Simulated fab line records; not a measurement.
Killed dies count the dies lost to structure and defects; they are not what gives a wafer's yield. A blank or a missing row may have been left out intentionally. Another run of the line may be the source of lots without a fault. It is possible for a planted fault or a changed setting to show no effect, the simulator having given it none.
Matching of chambers ; flow n5-finfet ; N5_BEOL_M2_ILD_DEP_00 on pecvd-04 has 3 sister chambers
The step deposits SiOC from DEMS/O2, target thk 79 nm, time 15.3 s. 20 wafers are shown with their chamber, then 10 later ones without.

## WAFERS, EACH WITH ITS CHAMBER
wafer;chamber;throttle-valve-pct (%);heater-power-w (W);heater-power-outer-w (W)
L074.3;1;13.3;399;210
L074.4;0;12.2;438;237
L074.6;2;11.1;540;297
L077.1;2;11.0;473;249
L077.3;1;13.6;389;205
L077.5;2;11.3;480;256
L079.3;1;13.3;395;211
L079.4;0;12.0;436;241
L079.5;1;13.4;392;212
L080.1;0;12.5;492;272
L080.3;1;13.5;453;251
L080.5;0;12.5;480;270
L081.2;0;12.2;498;273
L081.4;2;11.1;514;273
L081.6;0;12.2;487;274
L082.3;1;13.4;379;195
L082.5;0;12.3;441;243
L082.6;1;13.4;377;203
L088.4;1;13.4;455;248
L088.5;1;13.5;441;247

SIGNATURES (means of the wafers above)
reading;chamber 0;chamber 1;chamber 2;scatter within a chamber
throttle-valve-pct;12.271;13.422;11.125;0.137
heater-power-w;467.43;408.89;501.75;30.2
heater-power-outer-w;258.57;220.22;268.75;20.3
Rule: a wafer's distance from a chamber is the root of the sum, over the readings, of the square of ((its reading less the chamber's mean) divided by the reading's scatter). If the next closest chamber is less than 2 further off than the closest, the wafer can't be placed; otherwise it belongs to the closest. The scatter: take each reading less its chamber's mean, square it, sum over the shown wafers, divide by the number of wafers less the number of chambers, and take the root.

## WAFERS WITHOUT THEIR CHAMBER
wafer;throttle-valve-pct (%);heater-power-w (W);heater-power-outer-w (W)
L088.6;11.3;514;276
L093.1;11.1;514;275
L093.3;12.1;473;263
L093.4;13.6;448;242
L096.2;12.4;436;231
L096.3;11.1;512;281
L096.4;11.1;521;274
L097.2;12.3;480;271
L097.4;13.7;441;258
L097.5;11.2;518;274

## CHAMBER TAKEN BY EACH
wafer;from the rows above;in truth
L088.6;2;2
L093.1;2;2
L093.3;0;0
L093.4;1;1
L096.2;0;0
L096.3;2;2
L096.4;2;2
L097.2;0;0
L097.4;1;1
L097.5;2;2
Correctly placed: 10 of 10. Can't be placed from these rows: 0. Wrongly placed: 0.
